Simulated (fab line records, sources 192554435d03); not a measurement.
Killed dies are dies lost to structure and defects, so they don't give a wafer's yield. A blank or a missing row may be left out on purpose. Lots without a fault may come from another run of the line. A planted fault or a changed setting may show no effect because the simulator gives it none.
Problem report in the 8D (eight disciplines) form, filled by code | flow n5_finfet | the parts of the form that need people (team, actions taken, sign-off) are left out

1. THE PROBLEM
M15_ILD_THK at N5_BEOL_M15_THK_MEAS_01 reads a mean of 1881 nm on 3 wafers of 2 lots; wafers without a fault read 1632 nm with a standard deviation of 18. That is +14 standard deviations from the usual mean.
First seen on wafer L311.2, day 13 07:16, on film_metro-01. The record holds 30 wafers of 10 lots with a number at this step. Rule for "out", or "out of limits": more than 4 standard deviations from the usual mean. The other wafers with a number count as sound.

2. WHAT IT IS AND WHAT IT IS NOT
question                    | is                     | is not
which readings at this step | M15_ILD_THK            | -
which lots                  | L311, L315             | L306, L309, L322, L324, L325, L326, L328, L329
which wafers of those lots  | L311.2, L315.2, L315.3 | L311.5, L311.6, L315.6
read on which gauges        | film_metro-01          | film_metro-02
when                        | from day 13 07:16      | up to then (8 sound wafers); but 19 sound wafers of L315, L322, L324, L325, L326, L328, L329 came after

3. SUSPECTS, AND WHAT RULES EACH OUT
Counting: a tool at a process step up to the reading stays a suspect if it ran every lot that is out. Sound lots after the first of them don't rule it out here, since some wafers of a struck lot are sound.
- the gauge at N5_BEOL_M15_THK_MEAS_01: ruled out. All the wafers that are out were read on film_metro-01, but those of them that N5_BEOL_M15_ILD_DEP_00 has rows for are out there too, on other tools.
- pecvd-04 at N5_BEOL_M15_ILD_DEP_00 (deposits SiO2 from TEOS/O2, target thk 1629.3 nm, time 346.1 s): kept. It ran every lot that is out, first L311 (day 13 07:01); its last sound lot up to then is L306 (day 11 01:14). Its own readings are out on those wafers: run_length_s.
Left after counting: pecvd-04 at N5_BEOL_M15_ILD_DEP_00.

4. THE CAUSE (what the simulator had put in)
Process parameter drift: pecvd-04, from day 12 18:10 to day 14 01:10, at N5_BEOL_M15_ILD_DEP_00. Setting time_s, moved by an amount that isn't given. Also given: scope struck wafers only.
Counting left only this tool.

5. THE CHAIN OF EFFECTS, in route order
Each row: a reading whose mean over the struck wafers that have a number lies more than 3 standard deviations from the usual. Only readings for which the record gives a usual standard deviation are gone through. hours: the time from each lot's start at the first step in this table that gives one to its start at this step, as a median over the lots. sigmas: the change in usual standard deviations.
hours | step                    | reading      | usual   | on struck wafers | change | sigmas
0     | N5_BEOL_M15_ILD_DEP_00  | run_length_s | 388.9 s | 441.2            | +52.3  | +93
0     | N5_BEOL_M15_THK_MEAS_01 | M15_ILD_THK  | 1632 nm | 1881             | +249   | +14
The process steps in it:
- N5_BEOL_M15_ILD_DEP_00: deposits SiO2 from TEOS/O2, target thk 1629.3 nm, time 346.1 s.

6. WHAT WOULD HAVE CAUGHT IT SOONER
In this record the first reading out of limits at a measuring or inspecting step was taken at day 13 07:16, 13 hours after the fault began at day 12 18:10.
The tool's own readings at N5_BEOL_M15_ILD_DEP_00 were out on every struck wafer that the step has a row for (run_length_s): an alarm limit on them would have fired on the first of those.
Of the lots that are out (2), L315 began N5_BEOL_M15_ILD_DEP_00 on pecvd-04 after day 13 07:16. A hold on the tool at that time would have spared it.
